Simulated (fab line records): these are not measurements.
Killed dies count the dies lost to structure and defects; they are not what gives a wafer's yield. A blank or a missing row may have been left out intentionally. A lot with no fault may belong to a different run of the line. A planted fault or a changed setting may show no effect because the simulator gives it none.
What tool caused it? || flow nand harc || 14 lots, 42 wafers sampled, at 5 steps of a route of 1302

## WHAT THE GAUGES SHOWED, per wafer
NHARC_END_SORT_01. Usual: value, then standard deviation, for each; defect limited yield 90 % / 3.3; killed at array 61 / 23; killed at other 1.3 / 1.4; killed at periphery 4.0 / 2.6; killed dies 66 / 22; killed open 3.4 / 1.8; killed short 2.3 / 1.4.
{"lot": "L454", "measured": "day 31 03:28", "on": "prober-01", "defect limited yield (%)": "90 89 87", "killed at array": "64 72 82", "killed at other": "0 1 0", "killed at periphery": "2 4 4", "killed dies": "66 77 86", "killed open": "2 6 6", "killed short": "1 2 5", "flag": ""}

## TOOL THAT RAN EACH LOT (tool first, then ch and the chambers of the sampled wafers, then the start)
{"lot": "L443", "NHARC_P_M1_PRE_CLEAN_30": "pvd sputter-02, day 7 11:35 or earlier", "NHARC_P_M1_ANNEAL_31": "rtp anneal-01 ch 0, day 7 11:35", "NHARC_P_M1_DEP_33": "pecvd-02 ch 1,2, day 7 12:34", "NHARC_P_M2_EXPOSE_06": "arfi scanner-01 ch 0, day 7 13:37"}
{"lot": "L446", "NHARC_P_M1_PRE_CLEAN_30": "pvd sputter-02, day 8 21:37 or earlier", "NHARC_P_M1_ANNEAL_31": "rtp anneal-01 ch 0, day 8 21:37", "NHARC_P_M1_DEP_33": "pecvd-01 ch 0,2, day 8 22:35", "NHARC_P_M2_EXPOSE_06": "arfi scanner-03 ch 0, day 8 23:42"}
{"lot": "L447", "NHARC_P_M1_PRE_CLEAN_30": "pvd sputter-02, day 9 10:07 or earlier", "NHARC_P_M1_ANNEAL_31": "rtp anneal-02 ch 0, day 9 10:07", "NHARC_P_M1_DEP_33": "pecvd-02 ch 0,2, day 9 11:07", "NHARC_P_M2_EXPOSE_06": "arfi scanner-03 ch 0, day 9 12:05"}
{"lot": "L450", "NHARC_P_M1_PRE_CLEAN_30": "pvd sputter-02, day 10 17:29 or earlier", "NHARC_P_M1_ANNEAL_31": "rtp anneal-02 ch 0, day 10 17:29", "NHARC_P_M1_DEP_33": "pecvd-01 ch 0,2, day 10 18:26", "NHARC_P_M2_EXPOSE_06": "arfi scanner-03 ch 0, day 10 19:46"}
{"lot": "L451", "NHARC_P_M1_PRE_CLEAN_30": "pvd sputter-01, day 11 02:40 or earlier", "NHARC_P_M1_ANNEAL_31": "rtp anneal-02 ch 0, day 11 02:40", "NHARC_P_M1_DEP_33": "pecvd-01 ch 1,2, day 11 03:44", "NHARC_P_M2_EXPOSE_06": "arfi scanner-02 ch 0, day 11 04:54"}
{"lot": "L453", "NHARC_P_M1_PRE_CLEAN_30": "pvd sputter-02, day 11 16:12 or earlier", "NHARC_P_M1_ANNEAL_31": "rtp anneal-01 ch 0, day 11 16:12", "NHARC_P_M1_DEP_33": "pecvd-01 ch 1,2, day 11 17:14", "NHARC_P_M2_EXPOSE_06": "arfi scanner-02 ch 0, day 11 18:17"}
{"lot": "L455", "NHARC_P_M1_PRE_CLEAN_30": "pvd sputter-02, day 12 13:18 or earlier", "NHARC_P_M1_ANNEAL_31": "rtp anneal-02 ch 0, day 12 13:18", "NHARC_P_M1_DEP_33": "pecvd-02 ch 0,1, day 12 15:31", "NHARC_P_M2_EXPOSE_06": "arfi scanner-02 ch 0, day 12 16:26"}
{"lot": "L454", "NHARC_P_M1_PRE_CLEAN_30": "pvd sputter-03, day 12 15:56 or earlier", "NHARC_P_M1_ANNEAL_31": "rtp anneal-01 ch 0, day 12 15:56", "NHARC_P_M1_DEP_33": "pecvd-02 ch 0,2, day 12 16:50", "NHARC_P_M2_EXPOSE_06": "arfi scanner-02 ch 0, day 12 17:49"}
{"lot": "L457", "NHARC_P_M1_PRE_CLEAN_30": "pvd sputter-01, day 13 09:33 or earlier", "NHARC_P_M1_ANNEAL_31": "rtp anneal-01 ch 0, day 13 09:33", "NHARC_P_M1_DEP_33": "pecvd-01 ch 1,2, day 13 10:28", "NHARC_P_M2_EXPOSE_06": "arfi scanner-02 ch 0, day 13 11:35"}
{"lot": "L458", "NHARC_P_M1_PRE_CLEAN_30": "pvd sputter-03, day 14 02:28 or earlier", "NHARC_P_M1_ANNEAL_31": "rtp anneal-01 ch 0, day 14 02:28", "NHARC_P_M1_DEP_33": "pecvd-04 ch 0,1,2, day 14 03:26", "NHARC_P_M2_EXPOSE_06": "arfi scanner-01 ch 0, day 14 04:30"}
{"lot": "L459", "NHARC_P_M1_PRE_CLEAN_30": "pvd sputter-02, day 14 07:21 or earlier", "NHARC_P_M1_ANNEAL_31": "rtp anneal-02 ch 0, day 14 07:21", "NHARC_P_M1_DEP_33": "pecvd-04 ch 0,1, day 14 08:22", "NHARC_P_M2_EXPOSE_06": "arfi scanner-02 ch 0, day 14 09:24"}
{"lot": "L460", "NHARC_P_M1_PRE_CLEAN_30": "pvd sputter-01, day 14 20:42 or earlier", "NHARC_P_M1_ANNEAL_31": "rtp anneal-01 ch 0, day 14 20:42", "NHARC_P_M1_DEP_33": "pecvd-02 ch 0,1,2, day 14 21:40", "NHARC_P_M2_EXPOSE_06": "arfi scanner-02 ch 0, day 14 22:46"}
{"lot": "L462", "NHARC_P_M1_PRE_CLEAN_30": "pvd sputter-03, day 15 09:41 or earlier", "NHARC_P_M1_ANNEAL_31": "rtp anneal-01 ch 0, day 15 09:41", "NHARC_P_M1_DEP_33": "pecvd-04 ch 1,2, day 15 10:39", "NHARC_P_M2_EXPOSE_06": "arfi scanner-02 ch 0, day 15 11:38"}
{"lot": "L463", "NHARC_P_M1_PRE_CLEAN_30": "pvd sputter-02, day 15 21:21 or earlier", "NHARC_P_M1_ANNEAL_31": "rtp anneal-01 ch 0, day 15 21:21", "NHARC_P_M1_DEP_33": "pecvd-02 ch 0,1,2, day 15 22:17", "NHARC_P_M2_EXPOSE_06": "arfi scanner-02 ch 0, day 15 23:25"}
- NHARC_P_M1_PRE_CLEAN_30: time 30 s.
- NHARC_P_M1_ANNEAL_31: time 90 s.
- NHARC_P_M1_DEP_33: deposits SiCN, target thk 30 nm.
- NHARC_P_M2_EXPOSE_06: exposes mask P M2, target cd 170 nm.

## WHAT THE TOOLS THEMSELVES READ (means of the sampled wafers that have a number; where no wafer has one, the mark that the record gives instead)
NHARC_P_M1_PRE_CLEAN_30. Usual: 411 W for heater power w, sd 47.
{"lot": "L443", "tool": "pvd sputter-02", "heater power w (W)": 372, "flag": ""}
{"lot": "L446", "tool": "pvd sputter-02", "heater power w (W)": 384, "flag": ""}
{"lot": "L447", "tool": "pvd sputter-02", "heater power w (W)": 380, "flag": ""}
{"lot": "L450", "tool": "pvd sputter-02", "heater power w (W)": 407, "flag": ""}
{"lot": "L451", "tool": "pvd sputter-01", "heater power w (W)": 432, "flag": ""}
{"lot": "L453", "tool": "pvd sputter-02", "heater power w (W)": 377, "flag": ""}
{"lot": "L455", "tool": "pvd sputter-02", "heater power w (W)": 432, "flag": ""}
{"lot": "L454", "tool": "pvd sputter-03", "heater power w (W)": 399, "flag": ""}
{"lot": "L457", "tool": "pvd sputter-01", "heater power w (W)": 415, "flag": ""}
{"lot": "L458", "tool": "pvd sputter-03", "heater power w (W)": 409, "flag": ""}
{"lot": "L459", "tool": "pvd sputter-02", "heater power w (W)": 424, "flag": ""}
{"lot": "L460", "tool": "pvd sputter-01", "heater power w (W)": 380, "flag": ""}
{"lot": "L462", "tool": "pvd sputter-03", "heater power w (W)": 396, "flag": ""}
{"lot": "L463", "tool": "pvd sputter-02", "heater power w (W)": 415, "flag": ""}

NHARC_P_M1_ANNEAL_31. Usual: 225.83 for wafer_temp_C_max, sd 0.23.
{"lot": "L443", "tool": "rtp anneal-01", "wafer_temp_C_max": 226.08, "flag": ""}
{"lot": "L446", "tool": "rtp anneal-01", "wafer_temp_C_max": 225.83, "flag": ""}
{"lot": "L447", "tool": "rtp anneal-02", "wafer_temp_C_max": 225.81, "flag": ""}
{"lot": "L450", "tool": "rtp anneal-02", "wafer_temp_C_max": 226.01, "flag": ""}
{"lot": "L451", "tool": "rtp anneal-02", "wafer_temp_C_max": 225.93, "flag": ""}
{"lot": "L453", "tool": "rtp anneal-01", "wafer_temp_C_max": 225.62, "flag": ""}
{"lot": "L455", "tool": "rtp anneal-02", "wafer_temp_C_max": 225.67, "flag": ""}
{"lot": "L454", "tool": "rtp anneal-01", "wafer_temp_C_max": 225.79, "flag": ""}
{"lot": "L457", "tool": "rtp anneal-01", "wafer_temp_C_max": 226.08, "flag": ""}
{"lot": "L458", "tool": "rtp anneal-01", "wafer_temp_C_max": 225.64, "flag": ""}
{"lot": "L459", "tool": "rtp anneal-02", "wafer_temp_C_max": 225.81, "flag": ""}
{"lot": "L460", "tool": "rtp anneal-01", "wafer_temp_C_max": 225.75, "flag": ""}
{"lot": "L462", "tool": "rtp anneal-01", "wafer_temp_C_max": 226.21, "flag": ""}
{"lot": "L463", "tool": "rtp anneal-01", "wafer_temp_C_max": 225.66, "flag": ""}

NHARC_P_M1_DEP_33. Usual: heater power w 560 W, standard deviation 52; showerhead vpp V 1284 V, standard deviation 54.
{"lot": "L443", "tool": "pecvd-02", "heater power w (W)": 543, "showerhead vpp V (V)": 1331, "flag": ""}
{"lot": "L446", "tool": "pecvd-01", "heater power w (W)": 559, "showerhead vpp V (V)": 1227, "flag": ""}
{"lot": "L447", "tool": "pecvd-02", "heater power w (W)": 535, "showerhead vpp V (V)": 1302, "flag": ""}
{"lot": "L450", "tool": "pecvd-01", "heater power w (W)": 517, "showerhead vpp V (V)": 1216, "flag": ""}
{"lot": "L451", "tool": "pecvd-01", "heater power w (W)": 516, "showerhead vpp V (V)": 1188, "flag": ""}
{"lot": "L453", "tool": "pecvd-01", "heater power w (W)": 521, "showerhead vpp V (V)": 1211, "flag": ""}
{"lot": "L455", "tool": "pecvd-02", "heater power w (W)": 541, "showerhead vpp V (V)": 1289, "flag": ""}
{"lot": "L454", "tool": "pecvd-02", "heater power w (W)": 549, "showerhead vpp V (V)": 1294, "flag": ""}
{"lot": "L457", "tool": "pecvd-01", "heater power w (W)": 550, "showerhead vpp V (V)": 1233, "flag": ""}
{"lot": "L458", "tool": "pecvd-04", "heater power w (W)": 634, "showerhead vpp V (V)": 1279, "flag": ""}
{"lot": "L459", "tool": "pecvd-04", "heater power w (W)": 555, "showerhead vpp V (V)": 1302, "flag": ""}
{"lot": "L460", "tool": "pecvd-02", "heater power w (W)": 523, "showerhead vpp V (V)": 1310, "flag": ""}
{"lot": "L462", "tool": "pecvd-04", "heater power w (W)": 576, "showerhead vpp V (V)": 1246, "flag": ""}
{"lot": "L463", "tool": "pecvd-02", "heater power w (W)": 519, "showerhead vpp V (V)": 1301, "flag": ""}

NHARC_P_M2_EXPOSE_06. Usual: 80.78 for exposure dose mJ cm2, sd 0.083.
{"lot": "L443", "tool": "arfi scanner-01", "exposure dose mJ cm2": 80.86, "flag": ""}
{"lot": "L446", "tool": "arfi scanner-03", "exposure dose mJ cm2": 79.77, "flag": "OFF"}
{"lot": "L447", "tool": "arfi scanner-03", "exposure dose mJ cm2": 80.05, "flag": "OFF"}
{"lot": "L450", "tool": "arfi scanner-03", "exposure dose mJ cm2": 80.21, "flag": "OFF"}
{"lot": "L451", "tool": "arfi scanner-02", "exposure dose mJ cm2": 80.83, "flag": ""}
{"lot": "L453", "tool": "arfi scanner-02", "exposure dose mJ cm2": 80.81, "flag": ""}
{"lot": "L455", "tool": "arfi scanner-02", "exposure dose mJ cm2": 80.76, "flag": ""}
{"lot": "L454", "tool": "arfi scanner-02", "exposure dose mJ cm2": 80.83, "flag": ""}
{"lot": "L457", "tool": "arfi scanner-02", "exposure dose mJ cm2": 80.82, "flag": ""}
{"lot": "L458", "tool": "arfi scanner-01", "exposure dose mJ cm2": 80.75, "flag": ""}
{"lot": "L459", "tool": "arfi scanner-02", "exposure dose mJ cm2": 80.85, "flag": ""}
{"lot": "L460", "tool": "arfi scanner-02", "exposure dose mJ cm2": 80.82, "flag": ""}
{"lot": "L462", "tool": "arfi scanner-02", "exposure dose mJ cm2": 80.77, "flag": ""}
{"lot": "L463", "tool": "arfi scanner-02", "exposure dose mJ cm2": 80.86, "flag": ""}

## THE ANSWER, worked out from the rows above alone
Rule: a lot is off if the mean of its wafers that have a number lies more than 3 standard deviations from the usual mean. Also off: a lot with no number at a reading for which 4 or more lots have one. All remaining lots with rows at the step are treated as sound. First the gauges in route order, then the tools' own readings, where a lot's mean is used as printed above. At the first step where some lot is off, the reading lying furthest off is the one used; lots without a number count as furthest.
Off: L446, L447, L450, at NHARC_P_M2_EXPOSE_06 (exposure dose mJ cm2).
If a tool, at that step or one of the process steps before it, ran each lot that is off and ran no sound lot following the first of them, it fits. NHARC_P_M1_PRE_CLEAN_30: start missing for some lots; hours and lot order therefore follow NHARC_P_M1_ANNEAL_31. One candidate fits, namely arfi scanner-03 at NHARC_P_M2_EXPOSE_06. It ran no sound lot before its first lot that is off in this sample, so the start can't be narrowed down.
On the lots that are off, the tool's own readings at NHARC_P_M2_EXPOSE_06 differ by more than 5 times the standard deviation of the sound lots' means, which bears it out; exposure dose mJ cm2 reads 80.01 there versus 80.81 on the sound lots.

## WHAT WAS PUT IN BY THE SIMULATOR
Drift in process parameters on arfi scanner-03 at NHARC_P_M2_EXPOSE_06, starting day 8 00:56. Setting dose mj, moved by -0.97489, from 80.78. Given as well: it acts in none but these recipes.
Lots struck among those shown: L446, L447, L450. The rule above reached the same finding.
